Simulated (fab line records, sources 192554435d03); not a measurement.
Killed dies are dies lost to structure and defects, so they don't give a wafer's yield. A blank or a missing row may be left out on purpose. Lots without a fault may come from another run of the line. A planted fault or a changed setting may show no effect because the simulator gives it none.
Chamber matching | flow n5_finfet | N5_ILD0_ALD_15 on ald_sin-04: 4 sister chambers
The step deposits SiNx, target thk 24 nm, pulse time 1 s, ald cycles 480. 4 wafers are shown with their chamber, then 10 later ones without.

WAFERS WITH THEIR CHAMBER
wafer  | chamber | heater_power_w (W)
L081.1 | 1       | 997
L081.2 | 0       | 927
L083.2 | 2       | 876
L083.4 | 3       | 816

WAFERS WITHOUT THEIR CHAMBER
wafer  | heater_power_w (W)
L083.6 | 942
L088.2 | 950
L088.4 | 835
L088.5 | 873
L092.1 | 886
L092.3 | 936
L092.4 | 973
L097.1 | 935
L097.5 | 885
L097.6 | 847

WHICH CHAMBER EACH WENT THROUGH
wafer  | from the rows above     | in truth
L083.6 | 0                       | 0
L088.2 | can't be placed: 0 or 1 | 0
L088.4 | can't be placed: 3 or 2 | 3
L088.5 | 2                       | 2
L092.1 | can't be placed: 2 or 0 | 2
L092.3 | 0                       | 0
L092.4 | can't be placed: 1 or 0 | 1
L097.1 | 0                       | 0
L097.5 | can't be placed: 2 or 0 | 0
L097.6 | can't be placed: 2 or 3 | 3
Placed correctly: 4 of 10. Can't be placed from these rows: 6 (the true chamber is among the candidates in 6). Placed wrongly: 0.
How it was worked out, from the rows above alone: a wafer's distance from a chamber is the root of the sum, over the readings, of the square of ((its reading less the chamber's mean) divided by the reading's scatter). The wafer belongs to the nearest chamber; if the next one is less than 2 further off, it can't be placed. A chamber's mean is the mean of its shown wafers. The scatter: with one shown wafer a chamber, the root of the mean of the squares of how far each hidden wafer lies from its nearest shown one.
